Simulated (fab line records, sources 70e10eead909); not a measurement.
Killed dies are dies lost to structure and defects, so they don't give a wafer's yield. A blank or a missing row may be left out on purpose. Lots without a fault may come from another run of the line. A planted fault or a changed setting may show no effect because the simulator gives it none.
Chamber matching | flow nand_harc | NHARC_A_STAIRCASE_DEP_417 on pecvd-02: 3 sister chambers
The step deposits Si3N4, target thk 60 nm. 6 wafers are shown with their chamber, then 7 later ones without.

WAFERS WITH THEIR CHAMBER
wafer  | chamber | heater_power_w (W) | heater_power_outer_w (W)
L081.6 | 0       | 707                | 405
L084.3 | 2       | 568                | 324
L084.5 | 0       | 728                | 450
L084.6 | 1       | 657                | 406
L093.2 | 1       | 638                | 404
L093.3 | 2       | 549                | 332

WAFERS WITHOUT THEIR CHAMBER
wafer  | heater_power_w (W) | heater_power_outer_w (W)
L093.5 | 555                | 337
L094.1 | 632                | 393
L094.3 | 531                | 318
L094.6 | 546                | 329
L095.1 | 538                | 325
L095.4 | 748                | 410
L095.5 | 617                | 348

WHICH CHAMBER EACH WENT THROUGH
wafer  | from the rows above     | in truth
L093.5 | 2                       | 2
L094.1 | 1                       | 1
L094.3 | 2                       | 2
L094.6 | 2                       | 2
L095.1 | 2                       | 2
L095.4 | 0                       | 0
L095.5 | can't be placed: 1 or 2 | 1
Placed correctly: 6 of 7. Can't be placed from these rows: 1 (the true chamber is among the candidates in 1). Placed wrongly: 0.
How it was worked out, from the rows above alone: a wafer's distance from a chamber is the root of the sum, over the readings, of the square of ((its reading less the chamber's mean) divided by the reading's scatter). The wafer belongs to the nearest chamber; if the next one is less than 2 further off, it can't be placed. A chamber's mean is the mean of its shown wafers. The scatter: the root of (the sum of the squares of (reading less its chamber's mean) over the shown wafers, divided by (wafers less chambers)).
